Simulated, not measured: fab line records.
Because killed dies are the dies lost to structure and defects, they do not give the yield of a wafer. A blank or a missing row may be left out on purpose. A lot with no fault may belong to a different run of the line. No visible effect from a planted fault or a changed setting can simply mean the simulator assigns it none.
Which tool is to blame? | flow nand-harc | 11 lots with 33 wafers sampled at 5 steps, on a route of 1159 steps

## WHAT THE GAUGES SHOWED, per wafer
NHARC_END_SORT_01. Usual: defect-limited-yield 96.0 %, standard deviation 1.3; killed-at-array 24, standard deviation 8.4; killed-at-other 0.7, standard deviation 1.1; killed-at-periphery 2.9, standard deviation 1.7; killed-dies 27, standard deviation 8.6; killed-open 3.3, standard deviation 1.8; killed-short 1.8, standard deviation 1.4; sort_bin_2_pct 1.3 %, standard deviation 0.56; sort_bin_3_pct 0.19 %, standard deviation 0.18; sort_bin_4_pct 2.6 %, standard deviation 0.84; sort-n-pass 650, standard deviation 8.6; sort-rim-yield-pct 96.1 %, standard deviation 2.3; sort-yield-pct 96.0 %, standard deviation 1.3.
lot  | measured     | on        | defect-limited-yield (%) | killed-at-array | killed-at-other | killed-at-periphery | killed-dies | killed-open | killed-short | sort_bin_2_pct (%) | sort_bin_3_pct (%) | sort_bin_4_pct (%) | sort-n-pass | sort-rim-yield-pct (%) | sort-yield-pct (%) | flag
L670 | day 20 17:37 | prober-02 | 0 0 0                    | 22 32 23        | 0 0 1           | 655 645 653         | 677 677 677 | 1 4 2       | 3 1 2        | 97.9 97.3 97.0     | 0.30 0.30 0.15     | 1.8 2.4 2.8        | 0 0 0       | 0 0 0                  | 0 0 0              | OFF
L671 | day 21 02:35 | prober-02 | 0 0 0                    | 40 37 37        | 4 0 1           | 633 640 639         | 677 677 677 | 3 3 0       | 2 2 4        | 95.1 96.5 95.9     | 0.59 0.44 0.15     | 4.3 3.1 4.0        | 0 0 0       | 0 0 0                  | 0 0 0              | OFF

## EACH LOT AND THE TOOL THAT RAN IT (in order: tool; ch and the chambers of the sampled wafers; start)
lot  | NHARC_P_GATE_RTA_64              | NHARC_P_GATE_DEGAS_109       | NHARC_P_M0_ETCH_34                 | NHARC_P_M0_STRIP_18
L664 | rtp-anneal-02 ch 0, day 5 15:12  | pvd-sputter-02, day 5 15:31  | rie-diel-01 ch 1,2, day 6 03:16    | rie-diel-08 ch 0,1,3, day 6 03:38
L667 | rtp-anneal-02 ch 0, day 6 09:08  | pvd-sputter-02, day 6 09:25  | rie-diel-03 ch 0,1,3, day 6 18:20  | rie-diel-08 ch 1,2, day 6 18:39
L670 | rtp-anneal-01 ch 0, day 7 01:51  | pvd-sputter-02, day 7 02:10  | rie-diel-08 ch 1,2, day 7 09:18    | rie-diel-03 ch 0,2,3, day 7 09:40
L671 | rtp-anneal-01 ch 0, day 7 04:03  | pvd-sputter-02, day 7 04:26  | rie-diel-03 ch 1,3, day 7 12:56    | rie-diel-01 ch 1,2,3, day 7 13:16
L674 | rtp-anneal-01 ch 0, day 7 23:12  | pvd-sputter-03, day 7 23:34  | rie-diel-03 ch 1,2, day 8 06:46    | rie-diel-01 ch 1,2,3, day 8 07:07
L679 | rtp-anneal-02 ch 0, day 9 07:28  | pvd-sputter-03, day 9 07:44  | rie-diel-08 ch 1,2,3, day 9 21:23  | rie-diel-01 ch 0,2, day 9 21:42
L681 | rtp-anneal-02 ch 0, day 9 17:15  | pvd-sputter-01, day 9 17:33  | rie-diel-08 ch 0,1,3, day 10 04:32 | rie-diel-08 ch 0,1,2, day 10 04:51
L683 | rtp-anneal-02 ch 0, day 10 02:31 | pvd-sputter-01, day 10 02:50 | rie-diel-03 ch 0,1,3, day 10 11:04 | rie-diel-01 ch 2,3, day 10 11:22
L684 | rtp-anneal-01 ch 0, day 10 03:02 | pvd-sputter-01, day 10 03:20 | rie-diel-08 ch 0,1,3, day 10 11:13 | rie-diel-03 ch 0,1,3, day 10 11:29
L685 | rtp-anneal-01 ch 0, day 10 20:51 | pvd-sputter-03, day 10 21:08 | rie-diel-08 ch 1,2,3, day 11 04:11 | rie-diel-03 ch 0,1,3, day 11 04:29
L686 | rtp-anneal-01 ch 0, day 11 07:44 | pvd-sputter-03, day 11 07:59 | rie-diel-08 ch 1,3, day 11 15:23   | rie-diel-08 ch 0,1, day 11 15:40
- NHARC_P_GATE_RTA_64: time 1 s.
- NHARC_P_GATE_DEGAS_109: time 60 s.
- NHARC_P_M0_ETCH_34: etches the open film in N2/H2, target depth 40 nm, overetch 12 nm, time 43.94 s.
- NHARC_P_M0_STRIP_18: strips in N2/H2.

## AS READ BY THE TOOLS THEMSELVES (means over the sampled wafers that have a number; for cases with no such wafer, the mark the record gives instead)
NHARC_P_GATE_RTA_64. Usual: lamp-power-pct 33.3 %, standard deviation 1.4; lamp_zone_3_pct 33.3 %, standard deviation 1.4; lamp_zone_4_pct 33.3 %, standard deviation 1.4; wafer_temp_C_max 1054.2, standard deviation 0.88.
lot  | tool          | lamp-power-pct (%) | lamp_zone_3_pct (%) | lamp_zone_4_pct (%) | wafer_temp_C_max | flag
L664 | rtp-anneal-02 | 34.7               | 34.7                | 34.7                | 1052.9           |
L667 | rtp-anneal-02 | 34.6               | 34.7                | 34.6                | 1054.3           |
L670 | rtp-anneal-01 | 31.9               | 31.9                | 31.9                | 1054.8           |
L671 | rtp-anneal-01 | 31.9               | 31.9                | 31.9                | 1054.7           |
L674 | rtp-anneal-01 | 31.9               | 31.9                | 32.0                | 1053.8           |
L679 | rtp-anneal-02 | 34.7               | 34.7                | 34.7                | 1054.1           |
L681 | rtp-anneal-02 | 34.7               | 34.7                | 34.8                | 1053.4           |
L683 | rtp-anneal-02 | 34.7               | 34.7                | 34.7                | 1055.0           |
L684 | rtp-anneal-01 | 31.9               | 31.9                | 31.9                | 1053.6           |
L685 | rtp-anneal-01 | 31.9               | 31.9                | 31.9                | 1054.7           |
L686 | rtp-anneal-01 | 31.9               | 31.9                | 31.9                | 1054.4           |

NHARC_P_GATE_DEGAS_109. Usual: heater-power-w reads 446 W (standard deviation 33).
lot  | tool           | heater-power-w (W) | flag
L664 | pvd-sputter-02 | 449                |
L667 | pvd-sputter-02 | 428                |
L670 | pvd-sputter-02 | 415                |
L671 | pvd-sputter-02 | 426                |
L674 | pvd-sputter-03 | 477                |
L679 | pvd-sputter-03 | 477                |
L681 | pvd-sputter-01 | 482                |
L683 | pvd-sputter-01 | 433                |
L684 | pvd-sputter-01 | 454                |
L685 | pvd-sputter-03 | 449                |
L686 | pvd-sputter-03 | 464                |

NHARC_P_M0_ETCH_34. Usual: for bias-w, 150.0 W with a standard deviation of 0.53; for chamber-pressure-mTorr, 29.997 mTorr with a standard deviation of 0.027; for drypump-motor-current-A, 5.5 A with a standard deviation of 0.4; for oes-product-au, 0.997 a.u. with a standard deviation of 0.012; for rf-vpp-V, 431.9 V with a standard deviation of 2.3; for showerhead-plenum-p-Torr, 2.09 Torr with a standard deviation of 0.082; for throttle-valve-pct, 14.171 % with a standard deviation of 0.0078.
lot  | tool        | bias-w (W) | chamber-pressure-mTorr (mTorr) | drypump-motor-current-A (A) | oes-product-au (a.u.) | rf-vpp-V (V) | showerhead-plenum-p-Torr (Torr) | throttle-valve-pct (%) | flag
L664 | rie-diel-01 | 150.1      | 30.013                         | 5.9                         | 0.999                 | 431.8        | 2.11                            | 14.166                 |
L667 | rie-diel-03 | 150.0      | 29.988                         | 5.6                         | 1.003                 | 432.2        | 2.14                            | 14.158                 |
L670 | rie-diel-08 | -          | -                              | -                           | -                     | -            | -                               | -                      | OFF
L671 | rie-diel-03 | -          | -                              | -                           | -                     | -            | -                               | -                      | OFF
L674 | rie-diel-03 | 150.2      | 30.009                         | 5.8                         | 1.006                 | 432.0        | 2.12                            | 14.174                 |
L679 | rie-diel-08 | 150.0      | 30.005                         | 5.1                         | 0.989                 | 430.7        | 2.05                            | 14.171                 |
L681 | rie-diel-08 | 149.9      | 29.996                         | 5.5                         | 1.004                 | 430.1        | 2.03                            | 14.169                 |
L683 | rie-diel-03 | 150.4      | 30.005                         | 5.6                         | 0.987                 | 433.2        | 2.14                            | 14.164                 |
L684 | rie-diel-08 | 149.7      | 29.997                         | 5.5                         | 0.992                 | 431.8        | 2.03                            | 14.169                 |
L685 | rie-diel-08 | 150.1      | 30.004                         | 5.1                         | 0.993                 | 430.5        | 2.05                            | 14.175                 |
L686 | rie-diel-08 | 149.2      | 29.960                         | 5.2                         | 0.993                 | 427.9        | 1.98                            | 14.160                 |

NHARC_P_M0_STRIP_18. Usual: drypump-motor-current-A 5.6 A, standard deviation 0.41; oes-product-au 0.999 a.u., standard deviation 0.012; rf-vpp-V 90.9 V, standard deviation 0.97; showerhead-plenum-p-Torr 2.09 Torr, standard deviation 0.088; throttle-valve-pct 14.169 %, standard deviation 0.0094.
lot  | tool        | drypump-motor-current-A (A) | oes-product-au (a.u.) | rf-vpp-V (V) | showerhead-plenum-p-Torr (Torr) | throttle-valve-pct (%) | flag
L664 | rie-diel-08 | 5.4                         | 1.018                 | 91.0         | 2.03                            | 14.169                 |
L667 | rie-diel-08 | 5.0                         | 0.982                 | 90.5         | 2.12                            | 14.163                 |
L670 | rie-diel-03 | 5.7                         | 0.994                 | 91.4         | 2.11                            | 14.166                 |
L671 | rie-diel-01 | 5.8                         | 1.014                 | 91.4         | 2.13                            | 14.173                 |
L674 | rie-diel-01 | 5.8                         | 1.013                 | 90.1         | 2.13                            | 14.158                 |
L679 | rie-diel-01 | 5.7                         | 1.014                 | 90.2         | 2.01                            | 14.162                 |
L681 | rie-diel-08 | 5.4                         | 0.990                 | 91.3         | 2.10                            | 14.163                 |
L683 | rie-diel-01 | 5.6                         | 1.004                 | 91.6         | 2.15                            | 14.168                 |
L684 | rie-diel-03 | 5.6                         | 0.987                 | 90.9         | 2.14                            | 14.163                 |
L685 | rie-diel-03 | 5.6                         | 0.999                 | 90.7         | 2.14                            | 14.170                 |
L686 | rie-diel-08 | 5.5                         | 0.987                 | 91.7         | 2.09                            | 14.164                 |

## THE ANSWER, worked out from the rows above alone
Rule: a lot counts as off when the mean over its wafers that have a number is more than 3 standard deviations away from the usual mean. Also off: a lot with no number at a reading for which 4 or more lots have one. All remaining lots with rows at the step are treated as sound. Order of review: gauges by route order, followed by the tools' own readings, for which a lot's mean as printed above is used. At the first step where some lot is off, the reading lying furthest off is the one used; lots without a number count as furthest.
Off, at NHARC_END_SORT_01 on killed-at-periphery: L670, L671. Neither off nor sound, because the step has no rows for them: L664, L667, L674, L679, L681, L683, L684, L685, L686.
If a tool, at a process step before that reading, ran all the lots that are off and no sound lot after the first of them, it fits. The gauges at NHARC_END_SORT_01 aren't tried: what is off there is off at NHARC_P_M0_ETCH_34 too, on other tools, and a gauge's error can't cause that. Can't be told from this: 2 tools fit, rtp-anneal-01 at NHARC_P_GATE_RTA_64, pvd-sputter-02 at NHARC_P_GATE_DEGAS_109.

## WHAT THE SIMULATOR HAD PUT IN
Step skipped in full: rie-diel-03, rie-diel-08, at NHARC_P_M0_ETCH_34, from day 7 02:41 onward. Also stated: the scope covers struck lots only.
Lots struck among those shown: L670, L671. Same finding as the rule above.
